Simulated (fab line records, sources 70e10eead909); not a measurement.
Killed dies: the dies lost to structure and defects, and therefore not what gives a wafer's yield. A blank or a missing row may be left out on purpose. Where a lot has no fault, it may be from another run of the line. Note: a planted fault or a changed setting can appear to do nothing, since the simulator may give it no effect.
Which of the tools did it?	flow nand-harc	21 wafers from 7 lots sampled at 2 of the route's 1302 steps

## WHAT THE GAUGES READ, wafer by wafer
NHARC_P_BONDPAD_THK_MEAS_20: measures by xrf.
lot	measured	on	thk-nm (nm)
L846	day 7 16:10	film-metro-02	162.3 160.9 161.0
L848	day 8 11:11	film-metro-01	158.8 162.5 162.2
L852	day 9 21:59	film-metro-02	160.4 162.0 161.1
L859	day 12 20:30	film-metro-01	156.2 158.4 161.4
L861	day 13 17:36	film-metro-01	160.6 160.4 159.1
L863	day 14 19:44	film-metro-01	158.6 159.3 161.3
L867	day 16 15:42	film-metro-01	161.9 160.2 159.1

## TOOL THAT RAN EACH LOT (tool first, then ch and the chambers of the sampled wafers, then the start)
lot	NHARC_P_BONDPAD_PRE_CLEAN_26
L846	pvd-sputter-02, day 7 16:10 or earlier
L848	pvd-sputter-02, day 8 11:11 or earlier
L852	pvd-sputter-01, day 9 21:59 or earlier
L859	pvd-sputter-01, day 12 20:30 or earlier
L861	pvd-sputter-02, day 13 17:36 or earlier
L863	pvd-sputter-01, day 14 19:44 or earlier
L867	pvd-sputter-01, day 16 15:42 or earlier
- NHARC_P_BONDPAD_PRE_CLEAN_26: time 30 s.

## THE ANSWER, worked out from the rows above alone
Rule: what is usual is taken from the lots themselves. Put in order of their means at a reading, lots are off if they are a third of the lots or fewer, leave a main group of 4 or more, and stand apart from it by a gap of 3 or more times the standard deviation of the main group's means; of several such gaps the widest counts. A main group whose means are all the same, to the digits that the tables above print for the reading, isn't used. A lot without any number at a reading at which 4 lots or more have one is off too. Where the step has rows for the other lots, those lots are counted as sound.
Across all readings shown, no lot is off: no conclusion can be drawn from this.

## WHAT THE SIMULATOR PUT IN
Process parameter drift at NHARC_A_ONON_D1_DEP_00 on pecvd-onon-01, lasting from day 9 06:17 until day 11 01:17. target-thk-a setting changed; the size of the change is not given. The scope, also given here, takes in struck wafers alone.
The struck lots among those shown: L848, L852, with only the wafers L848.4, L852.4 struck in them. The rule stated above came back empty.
